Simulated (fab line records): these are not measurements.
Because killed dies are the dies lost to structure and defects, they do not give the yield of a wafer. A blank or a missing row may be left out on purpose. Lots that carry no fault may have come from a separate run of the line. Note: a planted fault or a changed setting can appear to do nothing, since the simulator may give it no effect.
fab line records    flow n5-finfet
record lots=11  wafers=31  last-day=17
route steps=1938 shown BEOL_M13@1704 BEOL_M14@1716 PASSIVATION@1936
lots untouched by any fault: they come from a run of this same line in which no faults occurred
start-h: hours from the record's opening day to when the first of the lot's shown wafers began    wait-h: time in hours since the lot's previous step    " unchanged from the row above    L1.1+2: several wafers, shown together as one row    - no value, or no start given    * or withheld: withheld    < > ~ a bound
route shown NAME@n: NAME is a module with steps in the file, n the number in the route of the first one    usual: mean/standard deviation of fault-free wafers    same: alike in all rows    chamber/n: place in a boat    sites: the reading at each site    _std_site: standard deviation of those values    _edge_site: inner sites' mean taken away from outer sites' mean    radius-mm: how far each site lies from the wafer's centre    mask NAME#n: copy n    behind: the tool/chamber that last shaped the wafer    hold: why the lot went on hold/how many hours it stayed there/how the hold came to an end    device: whichever transistor did not switch (one of n, p or np)    end of line: the tests these same wafers got at the end of their route    a step without rows: its recipe alone    killed: dies that structure and defects cost at the first sort, which is not the same as the wafer's yield    map: per-die view of a wafer (x killed, . not killed, _ where there is no die)
set.NAME: the setting the step ran with; set.NAME@STEP: the setting that earlier step ran with    model.NAME: the simulator's own value behind a step, which no gauge read
route steps across a sampled set of lots; one table per step, one row per wafer
services: the hour from which a tool's chamber was out of use, counted from the record's first day as start-h (under 0 if before that day), plus the number of hours and why
## steps
# step N5_BEOL_M13_PRE_CLEAN_42
# recipe gas=H2/He  time-s=30  temp-c=250
# usual heater-power-w=325/30
lot.wafer  tool            chamber  start-h  wait-h  heater-power-w
L445.1     pvd-sputter-03  -        235.65   0.0     255
L445.2     "               -        "        "       326
L445.3     "               -        "        "       338
L446.2     pvd-sputter-03  -        238.95   0.0     268
L446.3     "               -        "        "       324
L446.6     "               -        "        "       342
L448.1     pvd-sputter-03  -        249.76   0.0     353
L448.2     "               -        "        "       257
L448.5     "               -        "        "       301
L449.2     pvd-sputter-03  -        254.71   0.0     300
L449.4     "               -        "        "       358
L449.6     "               -        "        "       333
L451.2     pvd-sputter-02  -        267.97   0.0     305
L451.3     "               -        "        "       322
L451.6     "               -        "        "       356
L452.1     pvd-sputter-02  -        286.49   0.0     328
L452.3     "               -        "        "       355
L452.6     "               -        "        "       337
L456.1     pvd-sputter-03  -        312.65   0.0     303
L456.4     "               -        "        "       358
L459.2     pvd-sputter-01  -        316.23   0.0     306
L459.4     "               -        "        "       371
L459.6     "               -        "        "       367
L460.3     pvd-sputter-02  -        316.88   0.0     323
L460.6     "               -        "        "       302
L464.1     pvd-sputter-02  -        352.82   0.0     330
L464.3     "               -        "        "       299
L464.4     "               -        "        "       358
L467.1     pvd-sputter-01  -        380.06   0.0     301
L467.2     "               -        "        "       315
L467.3     "               -        "        "       370
# step N5_BEOL_M13_SPUTTER_43
# recipe material=TaN  target-thk-a=150  temp-c=50  bias-v=168.6  power-w=15000  chamber-pressure-pa=0.12  time-s=24.19
# usual throttle-valve-pct=29.8/0.95
lot.wafer  tool            chamber  start-h  wait-h  throttle-valve-pct
L445.1     pvd-sputter-03  -        235.69   0.0     30.3
L445.2     "               -        "        "       30.2
L445.3     "               -        "        "       28.9
L446.2     pvd-sputter-03  -        238.99   0.0     30.1
L446.3     "               -        "        "       30.2
L446.6     "               -        "        "       29.2
L448.1     pvd-sputter-03  -        249.80   0.0     29.2
L448.2     "               -        "        "       30.2
L448.5     "               -        "        "       30.6
L449.2     pvd-sputter-03  -        254.75   0.0     30.7
L449.4     "               -        "        "       29.2
L449.6     "               -        "        "       30.1
L451.2     pvd-sputter-02  -        268.01   0.0     28.7
L451.3     "               -        "        "       28.7
L451.6     "               -        "        "       29.9
L452.1     pvd-sputter-02  -        286.53   0.0     28.5
L452.3     "               -        "        "       29.9
L452.6     "               -        "        "       31.5
L456.1     pvd-sputter-03  -        312.69   0.0     30.8
L456.4     "               -        "        "       29.0
L459.2     pvd-sputter-01  -        316.27   0.0     28.1
L459.4     "               -        "        "       31.0
L459.6     "               -        "        "       30.1
L460.3     pvd-sputter-02  -        316.92   0.0     28.7
L460.6     "               -        "        "       28.6
L464.1     pvd-sputter-02  -        352.86   0.0     31.3
L464.3     "               -        "        "       28.5
L464.4     "               -        "        "       29.9
L467.1     pvd-sputter-01  -        380.10   0.0     30.6
L467.2     "               -        "        "       28.0
L467.3     "               -        "        "       30.6
# step N5_BEOL_M13_DEP_53
# recipe material=SiCN  target-thk-a=500  temp-c=withheld  precursor=3MS/NH3  pressure-torr=3  rf-w=675  time-s=17.8
# usual showerhead-plenum-p-Torr=4.159/0.027  throttle-valve-pct=18.0/0.72
lot.wafer  tool      chamber  start-h  wait-h  showerhead-plenum-p-Torr  throttle-valve-pct
L445.1     pecvd-01  2        236.79   0.0     4.163                     17.0
L445.2     "         1        "        "       4.164                     17.8
L445.3     "         0        "        "       4.142                     17.3
L446.2     pecvd-03  2        240.09   0.0     4.116                     18.2
L446.3     "         0        "        "       4.208                     17.6
L446.6     "         0        "        "       4.187                     17.6
L448.1     pecvd-01  1        250.89   0.0     4.177                     18.0
L448.2     "         0        "        "       4.138                     17.5
L448.5     "         0        "        "       4.145                     17.7
L449.2     pecvd-03  2        255.85   0.0     4.117                     18.1
L449.4     "         1        "        "       4.173                     19.0
L449.6     "         0        "        "       4.195                     17.6
L451.2     pecvd-03  2        269.78   0.0     4.122                     18.1
L451.3     "         0        "        "       4.187                     17.7
L451.6     "         1        "        "       4.181                     19.3
L452.1     pecvd-03  0        287.63   0.0     4.181                     17.4
L452.3     "         2        "        "       4.109                     18.5
L452.6     "         2        "        "       4.125                     18.4
L456.1     pecvd-01  0        313.88   0.0     4.146                     17.7
L456.4     "         1        "        "       4.167                     18.0
L459.2     pecvd-01  2        317.36   0.0     4.157                     17.0
L459.4     "         2        "        "       4.162                     17.0
L459.6     "         0        "        "       4.147                     17.4
L460.3     pecvd-03  2        318.02   0.0     4.109                     18.3
L460.6     "         0        "        "       4.208                     17.4
L464.1     pecvd-03  0        353.97   0.0     4.198                     17.5
L464.3     "         0        "        "       4.198                     17.4
L464.4     "         2        "        "       4.118                     18.4
L467.1     pecvd-03  1        381.26   0.0     4.191                     19.2
L467.2     "         0        "        "       4.192                     17.4
L467.3     "         2        "        "       4.125                     18.5
# step N5_BEOL_M14_ILD_DEP_00
# recipe material=SiO2  target-thk-a=11193  temp-c=400  precursor=TEOS/O2  pressure-torr=6.5  rf-w=900  teos-flow-sccm=161.4  gas=O2  flow-sccm=2650  time-s=237.4
# usual heater-power-w=562/73  run-length-s=280.6/0.52  showerhead-plenum-p-Torr=8.335/0.029  throttle-valve-pct=18.5/0.96
lot.wafer  tool      chamber  start-h  wait-h  heater-power-w  run-length-s  showerhead-plenum-p-Torr  throttle-valve-pct
L445.1     pecvd-01  2        236.92   0.0     653             280.7         8.353                     17.8
L445.2     "         1        "        "       628             280.1         8.341                     18.6
L445.3     "         0        "        "       463             279.7         8.331                     18.0
L446.2     pecvd-01  0        240.22   0.0     539             280.1         8.332                     18.1
L446.3     "         1        "        "       612             280.2         8.373                     18.5
L446.6     "         2        "        "       546             281.1         8.363                     17.5
L448.1     pecvd-04  0        251.22   0.0     558             281.3         8.347                     20.0
L448.2     "         1        "        "       554             280.3         8.336                     18.7
L448.5     "         0        "        "       450             281.1         8.298                     20.4
L449.2     pecvd-04  1        255.98   0.0     496             280.9         8.326                     18.5
L449.4     "         1        "        "       561             280.3         8.333                     19.0
L449.6     "         1        "        "       620             280.4         8.344                     18.5
L451.2     pecvd-03  1        269.91   0.0     573             280.1         8.362                     19.7
L451.3     "         2        "        "       559             281.1         8.281                     19.0
L451.6     "         2        "        "       588             281.0         8.271                     19.0
L452.1     pecvd-01  2        287.76   0.0     700             281.0         8.346                     18.0
L452.3     "         0        "        "       538             280.6         8.280                     18.2
L452.6     "         1        "        "       478             280.5         8.362                     18.6
L456.1     pecvd-01  2        314.01   0.0     566             320.2         8.366                     17.5
L456.4     "         2        "        "       647             281.0         8.362                     17.8
L459.2     pecvd-04  2        317.49   0.0     587             280.0         8.339                     16.9
L459.4     "         0        "        "       448             281.3         8.328                     20.4
L459.6     "         1        "        "       617             280.5         8.351                     18.9
L460.3     pecvd-01  0        318.15   0.0     542             319.1         8.300                     18.1
L460.6     "         1        "        "       479             280.3         8.351                     18.5
L464.1     pecvd-03  2        354.12   0.0     491             281.1         8.282                     19.0
L464.3     "         0        "        "       647             280.1         8.397                     18.1
L464.4     "         2        "        "       567             280.8         8.295                     19.2
L467.1     pecvd-03  1        381.39   0.0     640             280.5         8.386                     20.0
L467.2     "         2        "        "       548             281.4         8.278                     19.0
L467.3     "         0        "        "       690             280.3         8.387                     18.1
# step N5_BEOL_M14_THK_MEAS_01
# recipe reads=SiO2_of_BEOL_M14_ILD_DEP_00
# usual M14_ILD_THK=1120/18
lot.wafer  tool           chamber  start-h  wait-h  M14_ILD_THK[nm]
L445.1     film-metro-02  -        237.11   0.1     1109
L445.2     "              -        "        "       1091
L445.3     "              -        "        "       1138
L446.2     film-metro-02  -        240.41   0.1     1119
L446.3     "              -        "        "       1110
L446.6     "              -        "        "       1123
L448.1     film-metro-02  -        251.49   0.2     1120
L448.2     "              -        "        "       1095
L448.5     "              -        "        "       1138
L449.2     film-metro-02  -        256.25   0.2     1078
L449.4     "              -        "        "       1104
L449.6     "              -        "        "       1098
L451.2     film-metro-02  -        270.10   0.1     1122
L451.3     "              -        "        "       1154
L451.6     "              -        "        "       1159
L452.1     film-metro-01  -        287.94   0.1     1101
L452.3     "              -        "        "       1122
L452.6     "              -        "        "       1125
L456.1     film-metro-01  -        314.20   0.1     1276
L456.4     "              -        "        "       1109
L459.2     film-metro-02  -        317.68   0.1     1108
L459.4     "              -        "        "       1112
L459.6     "              -        "        "       1121
L460.3     film-metro-02  -        318.34   0.1     1332
L460.6     "              -        "        "       1137
L464.1     film-metro-01  -        354.38   0.2     1121
L464.3     "              -        "        "       1145
L464.4     "              -        "        "       1141
L467.1     film-metro-01  -        381.57   0.1     1113
L467.2     "              -        "        "       1118
L467.3     "              -        "        "       1117
# step N5_PASSIVATION_PROBE_49
# usual defect-limited-yield=91.1/1.4  killed_at_M0_to_M3=33/9.1  killed_at_M4_up=14/5.6  killed-at-contacts=13/5.7  killed-at-front-end=42/12  killed-at-other=4/3  killed-dies=105/16  killed-open=69/11  killed-short=34/7.5  sort_bin_5_function=5.2/0.91  sort_bin_6_memory=3.3/0.64  sort_bin_8_speed=0.0/0.37  sort-n-pass=1075/16  sort-yield-pct=91.1/1.4
# same gross-dies=1180  killed-at-back-side=0  sort_bin_4_leakage[%]=0
lot.wafer  tool       chamber  start-h  wait-h  defect-limited-yield[%]  killed_at_M0_to_M3  killed_at_M4_up  killed-at-contacts  killed-at-front-end  killed-at-other  killed-dies  killed-open  killed-short  sort_bin_5_function[%]  sort_bin_6_memory[%]  sort_bin_8_speed[%]  sort-n-pass  sort-yield-pct[%]
L445.1     prober-02  -        262.73   0.0     90.3                     28                  19               11                  54                   2                114          73           37            5.4                     3.6                   0                    1066         90.3
L445.2     prober-02  -        262.78   0.1     91.6                     28                  24               12                  33                   2                99           66           28            4.5                     3.6                   0                    1081         91.6
L445.3     prober-02  -        262.83   0.1     91.5                     29                  13               6                   51                   1                100          66           33            4.4                     3.8                   0                    1080         91.5
L446.2     prober-02  -        263.52   0.1     91.1                     22                  12               19                  48                   4                105          65           35            5.0                     3.8                   0                    1075         91.1
L446.3     prober-02  -        263.57   0.1     91.3                     27                  6                17                  48                   5                103          62           40            5.7                     2.5                   0                    1077         91.3
L446.6     prober-02  -        263.72   0.3     93.0                     25                  9                14                  30                   5                83           54           29            3.7                     3.0                   0                    1097         93.0
L448.1     prober-01  -        274.06   0.0     88.2                     60                  13               15                  51                   0                139          90           48            7.0                     4.5                   0                    1041         88.2
L448.2     prober-01  -        274.11   0.1     90.8                     50                  12               5                   40                   1                108          67           40            5.4                     3.2                   0                    1072         90.8
L448.5     prober-01  -        274.26   0.2     90.3                     46                  10               16                  39                   4                115          71           39            5.2                     4.2                   0                    1065         90.3
L449.2     prober-01  -        283.81   0.1     91.3                     18                  13               19                  51                   2                103          61           42            4.9                     3.3                   0                    1077         91.3
L449.4     prober-01  -        283.91   0.2     91.7                     31                  13               14                  33                   7                98           54           40            5.1                     2.9                   0                    1082         91.7
L449.6     prober-01  -        284.01   0.3     91.9                     35                  10               15                  34                   1                95           61           32            5.4                     2.3                   0                    1085         91.9
L451.2     prober-01  -        300.77   0.5     89.4                     39                  8                9                   65                   4                125          75           48            6.3                     4.2                   0                    1055         89.4
L451.3     prober-01  -        300.82   0.5     89.3                     37                  13               16                  52                   8                126          76           47            6.4                     3.9                   0                    1054         89.3
L451.6     prober-01  -        300.97   0.7     89.5                     32                  17               15                  54                   6                124          82           39            6.2                     3.9                   0                    1056         89.5
L452.1     prober-01  -        311.01   0.2     92.3                     37                  12               11                  30                   1                91           64           25            4.4                     3.1                   0                    1089         92.3
L452.3     prober-01  -        311.11   0.3     92.9                     26                  8                11                  39                   0                84           51           33            4.4                     2.4                   0                    1096         92.9
L452.6     prober-01  -        311.26   0.4     89.6                     32                  10               8                   68                   5                123          80           43            6.0                     4.0                   0                    1057         89.6
L456.1     prober-01  -        340.73   0.0     90.8                     24                  21               9                   53                   2                109          80           28            4.7                     4.2                   0                    1071         90.8
L456.4     prober-01  -        340.88   0.2     92.4                     17                  12               16                  44                   1                90           65           22            4.0                     3.3                   0                    1090         92.4
L459.2     prober-01  -        344.75   0.1     88.7                     27                  8                24                  67                   7                133          87           45            6.7                     4.1                   0.1                  1046         88.6
L459.4     prober-01  -        344.85   0.2     90.2                     31                  7                32                  44                   2                116          90           25            6.0                     3.6                   0                    1064         90.2
L459.6     prober-01  -        344.95   0.3     88.7                     24                  17               28                  62                   2                133          95           37            7.1                     3.8                   0                    1047         88.7
L460.3     prober-02  -        346.09   0.1     91.7                     38                  13               15                  31                   1                98           66           31            5.3                     2.8                   0                    1082         91.7
L460.6     prober-02  -        346.24   0.3     92.2                     27                  20               10                  35                   0                92           69           21            4.1                     3.6                   0                    1088         92.2
L464.1     prober-02  -        378.85   0.0     90.4                     33                  6                10                  62                   2                113          83           26            5.8                     3.6                   0                    1067         90.4
L464.3     prober-02  -        378.95   0.1     89.7                     53                  11               17                  38                   3                122          91           27            6.2                     4.0                   0                    1058         89.7
L464.4     prober-02  -        379.00   0.2     90.8                     48                  9                7                   44                   0                108          74           33            5.8                     3.3                   0                    1072         90.8
L467.1     prober-02  -        411.58   0.0     89.7                     40                  14               16                  40                   11               121          79           40            6.7                     3.4                   0                    1059         89.7
L467.2     prober-02  -        411.63   0.1     89.0                     42                  24               15                  45                   4                130          97           33            5.5                     5.1                   0                    1050         89.0
L467.3     prober-02  -        411.68   0.1     91.9                     28                  12               13                  36                   6                95           67           26            4.5                     3.1                   0                    1085         91.9
# killed by level:class
L445.1 FIN_SAQP:geometric-particle:open=15 STI_FIN_REVEAL:geometric-particle:open=13 BEOL_M3:geometric-particle:open=10 FIN_SAQP:geometric-particle:short=8 MOL_CONTACT_COAG:geometric-particle:open=7 BEOL_M4:geometric-particle:open=5 BEOL_M0_SAQP:geometric-particle:open=5 MOL_CONTACT_COAG:geometric-particle:short=4
L445.2 BEOL_M4:geometric-particle:open=15 FIN_SAQP:geometric-particle:open=10 BEOL_M3:geometric-particle:open=10 FIN_SAQP:geometric-particle:short=8 MOL_CONTACT_COAG:geometric-particle:open=8 GATE_CUT:geometric-particle:short=5 BEOL_M2:geometric-particle:open=5 MOL_CONTACT_COAG:geometric-particle:short=4
L445.3 FIN_SAQP:geometric-particle:short=14 BEOL_M3:geometric-particle:open=13 FIN_SAQP:geometric-particle:open=11 BEOL_M4:geometric-particle:open=8 BEOL_M2:geometric-particle:open=7 MOL_CONTACT_COAG:geometric-particle:open=5 STI_FIN_REVEAL:geometric-particle:open=5 GATE_CUT:geometric-particle:short=5
L446.2 FIN_SAQP:geometric-particle:open=15 MOL_CONTACT_COAG:geometric-particle:open=15 FIN_SAQP:geometric-particle:short=9 BEOL_M0_SAQP:geometric-particle:short=6 STI_FIN_REVEAL:geometric-particle:open=5 BEOL_M0_SAQP:geometric-particle:open=4 BEOL_M1:geometric-particle:open=4 STI_FIN_REVEAL:geometric-particle:short=3
L446.3 MOL_CONTACT_COAG:geometric-particle:open=13 FIN_SAQP:geometric-particle:open=11 BEOL_M0_SAQP:geometric-particle:open=11 GATE_CUT:geometric-particle:short=10 FIN_SAQP:geometric-particle:short=8 BEOL_M0_SAQP:geometric-particle:short=6 GATE_CUT:geometric-particle:open=5 STI_FIN_REVEAL:geometric-particle:open=5
L446.6 MOL_CONTACT_COAG:geometric-particle:open=13 FIN_SAQP:geometric-particle:open=8 BEOL_M0_SAQP:geometric-particle:open=7 FIN_SAQP:geometric-particle:short=5 GATE_CUT:geometric-particle:short=5 BEOL_M0_SAQP:geometric-particle:short=4 BEOL_M2:geometric-particle:short=4 BEOL_M2:geometric-particle:open=4
L448.1 FIN_SAQP:geometric-particle:short=16 BEOL_M3:geometric-particle:open=15 BEOL_M1:geometric-particle:open=13 BEOL_M0_SAQP:geometric-particle:open=11 FIN_SAQP:geometric-particle:open=10 MOL_CONTACT_COAG:geometric-particle:open=9 BEOL_M2:geometric-particle:open=7 MOL_CONTACT_COAG:geometric-particle:short=5
L448.2 BEOL_M1:geometric-particle:open=17 FIN_SAQP:geometric-particle:short=12 BEOL_M3:geometric-particle:open=8 BEOL_M4:geometric-particle:open=8 FIN_SAQP:geometric-particle:open=6 GATE_CUT:geometric-particle:short=6 MOL_CONTACT_COAG:geometric-particle:open=5 BEOL_M1:geometric-particle:short=5
L448.5 BEOL_M1:geometric-particle:open=14 STI_FIN_REVEAL:geometric-particle:open=11 MOL_CONTACT_COAG:geometric-particle:open=11 BEOL_M0_SAQP:geometric-particle:short=8 BEOL_M0_SAQP:geometric-particle:open=6 BEOL_M1:geometric-particle:short=6 BEOL_M4:geometric-particle:open=5 GATE_CUT:geometric-particle:short=5
L449.2 MOL_CONTACT_COAG:geometric-particle:open=15 FIN_SAQP:geometric-particle:short=12 BEOL_M0_SAQP:geometric-particle:short=9 DUMMY_GATE:geometric-particle:open=8 FIN_SAQP:geometric-particle:open=6 GATE_CUT:geometric-particle:short=6 ILD0:geometric-particle:open=5 MOL_CONTACT_COAG:geometric-particle:short=4
L449.4 FIN_SAQP:geometric-particle:short=12 BEOL_M0_SAQP:geometric-particle:short=11 MOL_CONTACT_COAG:geometric-particle:open=11 FIN_SAQP:geometric-particle:open=8 BEOL_M1:geometric-particle:open=7 BEOL_M0_SAQP:geometric-particle:open=6 GATE_CUT:geometric-particle:open=3 MOL_CONTACT_COAG:geometric-particle:short=3
L449.6 GATE_CUT:geometric-particle:open=8 MOL_CONTACT_COAG:geometric-particle:open=8 BEOL_M0_SAQP:geometric-particle:short=8 FIN_SAQP:geometric-particle:open=7 BEOL_M2:geometric-particle:open=7 BEOL_M3:geometric-particle:open=7 GATE_CUT:geometric-particle:short=6 MOL_CONTACT_COAG:geometric-particle:short=6
L451.2 FIN_SAQP:geometric-particle:short=20 FIN_SAQP:geometric-particle:open=20 STI_FIN_REVEAL:geometric-particle:open=14 BEOL_M0_SAQP:geometric-particle:short=13 BEOL_M0_SAQP:geometric-particle:open=10 MOL_CONTACT_COAG:geometric-particle:open=6 BEOL_M0:geometric-particle:open=4 BEOL_M1:geometric-particle:open=4
L451.3 FIN_SAQP:geometric-particle:short=18 MOL_CONTACT_COAG:geometric-particle:open=13 FIN_SAQP:geometric-particle:open=10 BEOL_M0_SAQP:geometric-particle:open=10 DUMMY_GATE:geometric-particle:open=9 BEOL_M0_SAQP:geometric-particle:short=9 BEOL_M1:geometric-particle:open=8 STI_FIN_REVEAL:geometric-particle:open=4
L451.6 FIN_SAQP:geometric-particle:short=15 FIN_SAQP:geometric-particle:open=13 MOL_CONTACT_COAG:geometric-particle:open=12 BEOL_M0_SAQP:geometric-particle:open=10 DUMMY_GATE:geometric-particle:open=8 BEOL_M0_SAQP:geometric-particle:short=7 BEOL_M2:geometric-particle:open=7 BEOL_M5:geometric-particle:open=6
L452.1 BEOL_M0_SAQP:geometric-particle:open=13 MOL_CONTACT_COAG:geometric-particle:open=9 STI_FIN_REVEAL:geometric-particle:open=8 BEOL_M0_SAQP:geometric-particle:short=8 FIN_SAQP:geometric-particle:open=5 DUMMY_GATE:geometric-particle:open=4 BEOL_M1:geometric-particle:open=4 BEOL_M2:geometric-particle:open=4
L452.3 FIN_SAQP:geometric-particle:short=9 BEOL_M0_SAQP:geometric-particle:open=8 STI_FIN_REVEAL:geometric-particle:open=6 MOL_CONTACT_COAG:geometric-particle:open=6 FIN_SAQP:geometric-particle:open=5 MOL_CONTACT_COAG:geometric-particle:short=5 BEOL_M1:geometric-particle:open=5 STARTING-WAFER:geometric-particle:short=5
L452.6 STI_FIN_REVEAL:geometric-particle:open=26 FIN_SAQP:geometric-particle:short=10 BEOL_M0_SAQP:geometric-particle:short=10 BEOL_M0_SAQP:geometric-particle:open=10 FIN_SAQP:geometric-particle:open=8 MOL_CONTACT_COAG:geometric-particle:open=6 STI_FIN_REVEAL:geometric-particle:short=5 DUMMY_GATE:geometric-particle:open=5
L456.1 FIN_SAQP:geometric-particle:open=15 BEOL_M4:geometric-particle:open=11 BEOL_M3:geometric-particle:open=10 STI_FIN_REVEAL:geometric-particle:open=9 GATE_CUT:geometric-particle:open=7 MOL_CONTACT_COAG:geometric-particle:open=7 FIN_SAQP:geometric-particle:short=5 DUMMY_GATE:geometric-particle:open=5
L456.4 MOL_CONTACT_COAG:geometric-particle:open=13 FIN_SAQP:geometric-particle:open=12 STI_FIN_REVEAL:geometric-particle:open=12 BEOL_M3:geometric-particle:open=5 FIN_SAQP:geometric-particle:short=4 BEOL_M1:geometric-particle:open=4 BEOL_M1:geometric-particle:short=4 STI_FIN_REVEAL:geometric-particle:short=3
L459.2 STI_FIN_REVEAL:geometric-particle:open=22 MOL_CONTACT_COAG:geometric-particle:open=17 FIN_SAQP:geometric-particle:open=15 BEOL_M3:geometric-particle:open=12 STI_FIN_REVEAL:geometric-particle:short=8 MOL_CONTACT_COAG:geometric-particle:short=7 FIN_SAQP:geometric-particle:short=6 GATE_CUT:geometric-particle:short=5
L459.4 MOL_CONTACT_COAG:geometric-particle:open=23 STI_FIN_REVEAL:geometric-particle:open=17 BEOL_M3:geometric-particle:open=15 FIN_SAQP:geometric-particle:open=10 MOL_CONTACT_COAG:geometric-particle:short=8 DUMMY_GATE:geometric-particle:open=5 BEOL_M0_SAQP:geometric-particle:short=5 BEOL_M4:geometric-particle:open=5
L459.6 STI_FIN_REVEAL:geometric-particle:open=23 MOL_CONTACT_COAG:geometric-particle:open=20 FIN_SAQP:geometric-particle:short=13 BEOL_M4:geometric-particle:open=10 FIN_SAQP:geometric-particle:open=9 MOL_CONTACT_COAG:geometric-particle:short=8 BEOL_M3:geometric-particle:open=7 BEOL_M0_SAQP:geometric-particle:open=7
L460.3 MOL_CONTACT_COAG:geometric-particle:open=12 BEOL_M0_SAQP:geometric-particle:short=10 BEOL_M0_SAQP:geometric-particle:open=8 GATE_CUT:geometric-particle:short=5 BEOL_M1:geometric-particle:open=5 BEOL_M6:geometric-particle:open=5 FIN_SAQP:geometric-particle:short=4 STI_FIN_REVEAL:geometric-particle:open=4
L460.6 STI_FIN_REVEAL:geometric-particle:open=20 MOL_CONTACT_COAG:geometric-particle:open=9 BEOL_M4:geometric-particle:open=8 BEOL_M3:geometric-particle:open=5 BEOL_M0_SAQP:geometric-particle:open=5 BEOL_M5:geometric-particle:open=5 STI_FIN_REVEAL:geometric-particle:short=4 BEOL_M0:geometric-particle:open=4
L464.1 BEOL_M2:geometric-particle:open=20 FIN_SAQP:geometric-particle:open=18 FIN_SAQP:geometric-particle:short=10 MOL_CONTACT_COAG:geometric-particle:open=10 DUMMY_GATE:geometric-particle:open=9 STI_FIN_REVEAL:geometric-particle:open=5 GATE_CUT:geometric-particle:open=4 BEOL_M0_SAQP:geometric-particle:open=4
L464.3 BEOL_M2:geometric-particle:open=20 BEOL_M3:geometric-particle:open=19 FIN_SAQP:geometric-particle:open=16 MOL_CONTACT_COAG:geometric-particle:open=13 FIN_SAQP:geometric-particle:short=8 MOL_CONTACT_COAG:geometric-particle:short=4 BEOL_M3:geometric-particle:short=4 BEOL_M4:geometric-particle:open=4
L464.4 BEOL_M2:geometric-particle:open=21 FIN_SAQP:geometric-particle:open=11 FIN_SAQP:geometric-particle:short=8 BEOL_M3:geometric-particle:open=8 BEOL_M0_SAQP:geometric-particle:short=6 STI_FIN_REVEAL:geometric-particle:open=6 BEOL_M2:geometric-particle:short=6 DUMMY_GATE:geometric-particle:open=5
L467.1 STI_FIN_REVEAL:geometric-particle:open=15 BEOL_M1:geometric-particle:open=15 MOL_CONTACT_COAG:geometric-particle:open=13 BEOL_M0_SAQP:geometric-particle:short=11 MIM_TOP_ETCH:geometric-particle:short=7 FIN_SAQP:geometric-particle:short=6 BEOL_M4:geometric-particle:open=6 STARTING-WAFER:geometric-particle:open=6
L467.2 STI_FIN_REVEAL:geometric-particle:open=22 BEOL_M0_SAQP:geometric-particle:open=17 BEOL_M4:geometric-particle:open=13 MOL_CONTACT_COAG:geometric-particle:open=10 BEOL_M3:geometric-particle:open=8 BEOL_M0_SAQP:geometric-particle:short=6 MOL_CONTACT_COAG:geometric-particle:short=5 FIN_SAQP:geometric-particle:open=4
L467.3 STI_FIN_REVEAL:geometric-particle:open=13 MOL_CONTACT_COAG:geometric-particle:open=9 BEOL_M0_SAQP:geometric-particle:open=9 BEOL_M4:geometric-particle:open=6 BEOL_M0_SAQP:geometric-particle:short=6 BEOL_M1:geometric-particle:open=6 BEOL_M2:geometric-particle:open=5 STI_FIN_REVEAL:geometric-particle:short=4
## services
tool            chamber  start-h  hours  kind
pecvd-01        1        216.41   5.0    repair
pecvd-04        2        226.18   5.5    scheduled-down
pecvd-03        -        254.60   0.9    repair
pecvd-04        1        258.07   2.8    repair
pecvd-04        -        277.54   5.4    repair
pecvd-03        1        308.67   4.0    repair
pecvd-03        -        321.24   0.5    repair
pecvd-01        0        334.50   3.8    repair
pecvd-01        2        338.73   5.5    scheduled-down
pecvd-03        1        349.27   5.5    scheduled-down
pecvd-04        -        357.99   6.0    pm
pvd-sputter-01  -        369.52   1.8    repair
pvd-sputter-01  -        371.87   3.5    repair
pecvd-03        0        374.78   5.5    scheduled-down
pecvd-04        1        380.12   2.1    scheduled-down
## key
first-sign step=N5_BEOL_M14_ILD_DEP_00  reading=run-length-s  direction=up  sigmas=76  usual=*  struck=*
effect step=N5_BEOL_M14_THK_MEAS_01  reading=M14_ILD_THK  direction=up  sigmas=10  usual=1120  struck=1304
met-at N5_BEOL_M14_ILD_DEP_00
struck-lots L456,L460
struck-wafers L456.1,L460.3
not-acting-at N5_BEOL_M13_PRE_CLEAN_42,N5_BEOL_M13_SPUTTER_43,N5_BEOL_M13_DEP_53
onset-between 287.76 314.01
fault kind=process-parameter-drift  tool=pecvd-01  chamber=-  onset-h=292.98  steps=N5_BEOL_M14_ILD_DEP_00  channel=time-s  offset=*  shape=step  end-h=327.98  scope=struck-wafers-only  acts-in=*  stated=*
